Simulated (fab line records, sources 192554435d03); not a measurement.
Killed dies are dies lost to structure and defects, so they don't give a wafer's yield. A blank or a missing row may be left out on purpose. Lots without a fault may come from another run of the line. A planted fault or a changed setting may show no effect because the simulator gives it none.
Which tool did it? | flow n5_finfet | 11 lots, 32 wafers sampled, at 4 steps of a route of 1938

WHAT THE GAUGES READ, wafer by wafer
N5_MIM_BOT_LITHO_CD_MEAS_08: target cd 3000 nm.
lot  | measured     | on        | cd_nm (nm)
L573 | day 12 21:43 | cd_sem-01 | 2999.0 3002.6 2999.1
L576 | day 13 22:15 | cd_sem-03 | 3000.0 2999.5 3001.9
L579 | day 14 11:58 | cd_sem-03 | 2996.6 2998.5 2995.6
L580 | day 14 19:19 | cd_sem-03 | 2998.2 2998.1 3001.2
L582 | day 15 03:02 | cd_sem-02 | 2997.3 3001.3 2999.3
L585 | day 15 18:22 | cd_sem-02 | 2999.1 3001.2 2999.8
L583 | day 16 02:42 | cd_sem-01 | 2999.8 3001.1 2999.7
L586 | day 16 09:27 | cd_sem-01 | 2999.4 2998.9
L588 | day 16 18:50 | cd_sem-03 | 2998.7 2998.0 3001.1
L589 | day 17 02:28 | cd_sem-03 | 2998.4 2999.1 3001.1
L591 | day 17 06:51 | cd_sem-01 | 3002.6 3001.6 3002.1

N5_PASSIVATION_INSPECT_61: inspects for defects (macro).
lot  | measured     | on                | raw_defect_count
L573 | day 13 01:49 | defect_inspect-01 | 1 1 1
L576 | day 14 01:19 | defect_inspect-01 | >300 >300 >300
L579 | day 14 16:57 | defect_inspect-02 | >300 >300 >300
L580 | day 14 22:32 | defect_inspect-02 | 2 4 1
L582 | day 15 04:41 | defect_inspect-02 | 2 3 4
L585 | day 15 21:55 | defect_inspect-02 | 1 3 1
L583 | day 16 05:02 | defect_inspect-01 | 6 2 1
L586 | day 16 11:02 | defect_inspect-02 | 3 2
L588 | day 16 20:17 | defect_inspect-01 | 0 3 0
L589 | day 17 05:26 | defect_inspect-02 | 3 1 2
L591 | day 17 08:41 | defect_inspect-01 | 2 1 2

WHICH TOOL RAN EACH LOT (tool, then ch and the chambers of the sampled wafers, then the start)
lot  | N5_MIM_BOT_ETCH_STRIP_01           | N5_MIM_BOT_ETCH_CLEAN_05
L573 | rie_diel-04 ch 0,1,3, day 12 22:18 | wet_bench-01 ch 1,5,7, day 12 22:42
L576 | rie_diel-02 ch 0,1, day 13 22:47   | wet_bench-02 ch 1,6,7, day 13 23:13
L579 | rie_diel-02 ch 1,2,3, day 14 12:38 | wet_bench-02 ch 3,4,6, day 14 13:02
L580 | rie_diel-02 ch 0,2, day 14 19:50   | wet_bench-01 ch 0,1,2, day 14 20:14
L582 | rie_diel-03 ch 0,1, day 15 03:37   | wet_bench-01 ch 0,1,7, day 15 04:01
L585 | rie_diel-04 ch 0,2,3, day 15 18:52 | wet_bench-01 ch 3,6,7, day 15 19:16
L583 | rie_diel-04 ch 0,1,3, day 16 03:16 | wet_bench-03 ch 1,2,6, day 16 03:40
L586 | rie_diel-02 ch 0,2, day 16 10:02   | wet_bench-03 ch 1,4, day 16 10:28
L588 | rie_diel-03 ch 0,1,2, day 16 19:19 | wet_bench-03 ch 0,5,6, day 16 19:44
L589 | rie_diel-04 ch 1,2,3, day 17 03:01 | wet_bench-01 ch 1,2,7, day 17 03:25
L591 | rie_diel-04 ch 0,2,3, day 17 07:19 | wet_bench-02 ch 0,1,6, day 17 07:43
- N5_MIM_BOT_ETCH_STRIP_01: strips in O2.
- N5_MIM_BOT_ETCH_CLEAN_05: cleans in IPA, time 180 s.

WHAT THE TOOLS THEMSELVES READ (means of the sampled wafers that have a number; where no wafer has one, the mark that the record gives instead)
N5_MIM_BOT_ETCH_STRIP_01.
lot  | tool        | drypump_motor_current_A (A) | oes_product_au (a.u.) | rf_vpp_V (V) | showerhead_plenum_p_Torr (Torr) | throttle_valve_pct (%)
L573 | rie_diel-04 | 5.9                         | 0.80                  | 3.6          | 2.13                            | 16.66
L576 | rie_diel-02 | 5.8                         | 0.84                  | 2.8          | 2.18                            | 16.50
L579 | rie_diel-02 | 5.0                         | 0.76                  | 5.0          | 2.06                            | 16.60
L580 | rie_diel-02 | 5.7                         | 0.84                  | 4.2          | 2.09                            | 16.46
L582 | rie_diel-03 | 5.8                         | 0.82                  | 3.2          | 2.15                            | 16.57
L585 | rie_diel-04 | 5.6                         | 0.79                  | 3.7          | 2.11                            | 16.66
L583 | rie_diel-04 | 5.9                         | 0.77                  | 3.8          | 2.12                            | 16.73
L586 | rie_diel-02 | 5.8                         | 0.81                  | 4.1          | 2.12                            | 16.52
L588 | rie_diel-03 | 5.7                         | 0.81                  | 4.0          | 2.12                            | 16.56
L589 | rie_diel-04 | 5.9                         | 0.73                  | 4.7          | 2.14                            | 16.85
L591 | rie_diel-04 | 5.6                         | 0.77                  | 3.7          | 2.11                            | 16.69

THE ANSWER, worked out from the rows above alone
Rule: what is usual is taken from the lots themselves. Put in order of their means at a reading, lots are off if they are a third of the lots or fewer, leave a main group of 4 or more, and stand apart from it by a gap of 3 or more times the standard deviation of the main group's means; of several such gaps the widest counts. A main group whose means are all the same, to the digits that the tables above print for the reading, isn't used. A lot without any number at a reading at which 4 lots or more have one is off too. The other lots that the step has rows for count as sound. The gauges are gone through in route order, then the tools' own readings, and for those a lot's mean is taken as printed above. The first step at which some lot is off is used, and at that step the reading that is off furthest; a lot without a number counts as furthest.
Off: L576, L579, at N5_PASSIVATION_INSPECT_61 (raw_defect_count). Without a number there: L576, L579. The main group: mean 2.0, standard deviation 0.71.
A tool fits if, at a process step before that reading, it ran every lot that is off, and no sound lot after the first of them. The gauges at N5_PASSIVATION_INSPECT_61 are tried like those tools. None of those tried fits.

WHAT THE SIMULATOR HAD PUT IN
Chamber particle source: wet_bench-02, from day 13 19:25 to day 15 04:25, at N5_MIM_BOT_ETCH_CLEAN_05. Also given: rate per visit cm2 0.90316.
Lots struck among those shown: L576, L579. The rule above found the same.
